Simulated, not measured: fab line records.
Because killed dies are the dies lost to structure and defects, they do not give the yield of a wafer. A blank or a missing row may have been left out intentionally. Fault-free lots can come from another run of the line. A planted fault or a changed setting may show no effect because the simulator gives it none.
Which tool did it? -- flow n5Finfet -- 10 lots with 29 wafers sampled at 3 steps, on a route of 1938 steps

== WHAT EACH GAUGE READ, for each wafer ==
N5_MOL_CONTACT_COAG_INSPECT_42: inspects for defects (brightfield).
lot,measured,on,rawDefectCount
L464,day 5 03:27,defectInspect-02,306 223 322
L466,day 5 16:29,defectInspect-02,246 273 259
L467,day 5 21:58,defectInspect-01,202 175 133
L468,day 6 04:51,defectInspect-01,117 163 177
L469,day 6 10:59,defectInspect-01,221 200 209
L474,day 7 19:48,defectInspect-01,535 123 158
L475,day 8 01:31,defectInspect-01,593 119 146
L481,day 9 13:31,defectInspect-01,101 147 103
L486,day 10 14:10,defectInspect-02,296 402
L487,day 10 20:58,defectInspect-01,196 165 173

== TOOL THAT RAN EACH LOT (tool first, then ch and the chambers of the sampled wafers, then the start) ==
lot,N5_MOL_CONTACT_COAG_DESCUM_88,N5_MOL_CONTACT_COAG_ALD_131
L464,"rieDiel-05 ch 0,1, day 5 01:52","aldSin-02 ch 0,1,2, day 5 02:06"
L466,"rieDiel-05 ch 0,2,3, day 5 15:14","aldSin-02 ch 0,2,3, day 5 15:22"
L467,"rieDiel-05 ch 0,1,3, day 5 20:45","aldSin-04 ch 0,3, day 5 20:53"
L468,"rieDiel-01 ch 0,1,3, day 6 03:31","aldSin-04 ch 0,1,2, day 6 03:38"
L469,"rieDiel-05 ch 2,3, day 6 09:38","aldSin-03 ch 0,3, day 6 09:46"
L474,"rieDiel-01 ch 0,1, day 7 18:32","aldSin-04 ch 0,2,3, day 7 18:40"
L475,"rieDiel-01 ch 0,1,2, day 8 00:16","aldSin-04 ch 0,2,3, day 8 00:25"
L481,"rieDiel-01 ch 0,1,2, day 9 12:16","aldSin-02 ch 0,1,2, day 9 12:25"
L486,"rieDiel-01 ch 0,3, day 10 12:34","aldSin-04 ch 1,2, day 10 12:55"
L487,"rieDiel-05 ch 1,3, day 10 19:45","aldSin-02 ch 1,3, day 10 19:53"
- N5_MOL_CONTACT_COAG_DESCUM_88: chemistry O2, time 7 s.
- N5_MOL_CONTACT_COAG_ALD_131: deposits SiO2, target thk 5 nm, pulse time 1 s, co reactant pulse time 1 s.

== THE ANSWER, worked out from the rows above alone ==
Rule: usual is defined by the lots themselves. The widest of any qualifying gaps counts: lots, ordered by their means at a reading, are off when they make up no more than a third of the lots, leave a main group of 4 or more, and stand apart from it by 3 or more times the standard deviation of that group's means. Not used: any main group whose means are identical at the precision the tables above print for the reading. A lot without any number at a reading at which 4 lots or more have one is off too. Any other lot the step has rows for is counted as sound.
No lot is off at any reading shown: from this, nothing can be told.

== WHAT THE SIMULATOR HAD PUT IN ==
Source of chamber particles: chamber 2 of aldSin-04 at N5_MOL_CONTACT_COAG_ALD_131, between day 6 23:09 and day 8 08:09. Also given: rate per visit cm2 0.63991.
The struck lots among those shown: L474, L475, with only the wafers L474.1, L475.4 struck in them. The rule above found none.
